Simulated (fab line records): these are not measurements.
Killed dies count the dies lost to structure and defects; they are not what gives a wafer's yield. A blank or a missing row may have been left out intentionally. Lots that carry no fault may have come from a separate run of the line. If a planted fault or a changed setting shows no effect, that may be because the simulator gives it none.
Problem report in the 8D (eight disciplines) form, filled by code + flow nand-harc + the parts of the form that need people (team, actions taken, sign-off) are left out

## 1. WHAT IS WRONG
Wafers without a fault read 31, standard deviation 10; killed-dies at NHARC_END_SORT_01 reads a mean of 92 on 6 wafers belonging to 2 lots. That puts it +6.0 standard deviations away from the usual mean.
Seen first at day 23 17:34 on prober-01, wafer L694.1. The record has a number at this step for 6 wafers belonging to 2 lots. Rule for "out", or "out of limits": more than 4 standard deviations from the usual mean. The rest of the wafers with a number are treated as sound.

## 2. WHAT THIS IS AND IS NOT
| question                    | is                           | is not                                                          |
|-----------------------------|------------------------------|-----------------------------------------------------------------|
| which readings at this step | killed-dies, killed-at-array | killed-at-other, killed-at-periphery, killed-open, killed-short |
| which lots                  | L694, L695                   | -                                                               |
| which wafers of those lots  | all that have a number       | -                                                               |
| read on which gauges        | prober-01                    | -                                                               |
| when                        | from day 23 17:34            | up to then (0 sound wafers)                                     |

## 3. THE SUSPECTS, EACH WITH WHAT RULES IT OUT
Counting: any tool at a process step up to the reading is kept as a suspect provided that every lot that is out went through it and no sound lot did after the first of them.
- the gauge at NHARC_END_SORT_01: kept. All the wafers that are out were read on prober-01, and no step on other tools shows them out.
- har-cap-etch-01 at NHARC_A_CONTACT_ETCH_137 (etches the open film in C4F8/O2/Ar, time 132 s, target depth 1287 nm): kept. It ran every lot that is out, first L694 (day 21 13:01), and no sound lot after that.
Remaining after the count are har-cap-etch-01 at NHARC_A_CONTACT_ETCH_137 and prober-01 at NHARC_END_SORT_01.

## 4. THE CAUSE (what the simulator had put in)
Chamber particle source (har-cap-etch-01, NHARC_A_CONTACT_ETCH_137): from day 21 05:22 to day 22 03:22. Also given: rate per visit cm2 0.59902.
This tool is one of the 2 suspects left after counting.

## 5. SEQUENCE OF EFFECTS, ordered by route
Each row: a reading whose mean over the struck wafers that have a number lies more than 3 standard deviations from the usual. Only readings whose record carries a usual standard deviation are examined. hours: median over the lots of the time between each lot's start at the first step of this table that gives one and its start at this step. sigmas: the change, counted in usual standard deviations.
| hours | step              | reading         | usual | on struck wafers | change | sigmas |
|-------|-------------------|-----------------|-------|------------------|--------|--------|
| 0     | NHARC_END_SORT_01 | killed-at-array | 28    | 90               | +62    | +6.2   |
| 0     | NHARC_END_SORT_01 | killed-dies     | 31    | 92               | +60    | +6.0   |

## 6. HOW IT WOULD HAVE BEEN CAUGHT EARLIER
In this record the first reading out of limits at a measuring or inspecting step was taken at day 23 17:34, 60 hours after the fault began at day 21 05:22.
The start of NHARC_A_CONTACT_ETCH_137 on har-cap-etch-01 came by day 23 17:34 for every one of the lots that are out (2). Holding the tool at that point would not have protected any of them.
